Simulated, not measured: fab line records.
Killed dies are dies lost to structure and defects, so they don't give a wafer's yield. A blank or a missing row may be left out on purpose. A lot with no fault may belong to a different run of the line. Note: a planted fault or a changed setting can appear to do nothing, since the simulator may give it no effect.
2 desks looking at one fault / flow nand-harc / every desk sees just its own numbers, and what lay behind them comes last

METROLOGY DESK
Lot by lot, what the gauges showed, no matter which tool ran the lot: averages of those sampled wafers that carry a number. Marked OUT: a lot whose mean sits more than 4 standard deviations from the usual mean, which makes it out of limits; the brackets give that distance.
Columns: A = cd-nm at NHARC_A_BLC_CD_MEAS_19, usual 100 nm
lot=L300; first seen here=day 22 17:42; A=98
lot=L302; first seen here=day 23 09:13; A=102
lot=L301; first seen here=day 23 14:19; A=101
lot=L303; first seen here=day 23 15:02; A=99
lot=L306; first seen here=day 25 11:29; A=102
lot=L309; first seen here=day 26 07:23; A=103
lot=L316; first seen here=day 29 00:50; A=99
lot=L319; first seen here=day 30 01:59; A=104
lot=L318; first seen here=day 30 03:07; A=99
lot=L321; first seen here=day 30 19:55; A=103
lot=L323; first seen here=day 31 03:27; A=99
lot=L322; first seen here=day 31 09:34; A=101
This desk's finding: nothing out of limits on any of the 12 lots.

TOOL OWNER'S DESK, rie-diel-11
The tool's own readings at NHARC_A_BLC_ETCH_16 (etches the open film in CF4, target depth 39 nm, time 65 s): means of the sampled wafers that have a number, for each lot that ran on this tool. Marked OUT: a lot whose mean sits more than 4 standard deviations from the usual mean, which makes it out of limits; the brackets give that distance.
Columns: A = drypump-motor-current-A at NHARC_A_BLC_ETCH_16, usual 6.0 A; B = oes-product-au at NHARC_A_BLC_ETCH_16, usual 0.999 a.u.; C = rf-vpp-V at NHARC_A_BLC_ETCH_16, usual 151.4 V; D = run-length-s at NHARC_A_BLC_ETCH_16, usual 86.3 s; E = showerhead-plenum-p-Torr at NHARC_A_BLC_ETCH_16, usual 1.77 Torr; F = throttle-valve-pct at NHARC_A_BLC_ETCH_16, usual 13.284 %
lot=L300; first seen here=day 22 16:50; A=5.9; B=0.986; C=151.3; D=86.5; E=1.77; F=13.281
lot=L302; first seen here=day 23 08:20; A=6.3; B=1.004; C=151.8; D=86.4; E=1.81; F=13.276
lot=L301; first seen here=day 23 13:26; A=6.4; B=1.008; C=152.8; D=86.2; E=1.85; F=13.279
lot=L306; first seen here=day 25 10:37; A=6.1; B=1.000; C=152.4; D=73.7 (-27) OUT; E=1.79; F=13.283
lot=L309; first seen here=day 26 06:30; A=6.0; B=0.988; C=151.3; D=79.8 (-14) OUT; E=1.77; F=13.268
lot=L319; first seen here=day 30 01:07; A=6.3; B=1.016; C=152.3; D=86.7; E=1.85; F=13.275
lot=L321; first seen here=day 30 19:02; A=6.2; B=1.006; C=151.4; D=86.4; E=1.83; F=13.286
lot=L322; first seen here=day 31 08:41; A=6.1; B=1.010; C=152.0; D=86.6; E=1.81; F=13.285
This desk's finding: out of limits on L306, L309; first on L306, day 25 10:37 (run-length-s at NHARC_A_BLC_ETCH_16). Within limits: L300, L302, L301, L319, L321, L322.

ALL TOGETHER
At day 25 10:37, on L306, L309, the tool owner's desk was in a position to raise an alarm.
Metrology desk: nothing out of limits seen.
The metrology desk has L306, L309 on record, within its limits.
On rie-diel-11, each named lot ran NHARC_A_BLC_ETCH_16.

WHAT THE SIMULATOR PUT IN
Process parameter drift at NHARC_A_BLC_ETCH_16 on rie-diel-11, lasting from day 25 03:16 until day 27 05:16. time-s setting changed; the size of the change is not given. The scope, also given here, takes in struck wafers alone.
Struck lots among those shown: L306, L309.
Delay in hours, fault start to first out-of-limits reading, by desk: the tool owner's desk at 7.
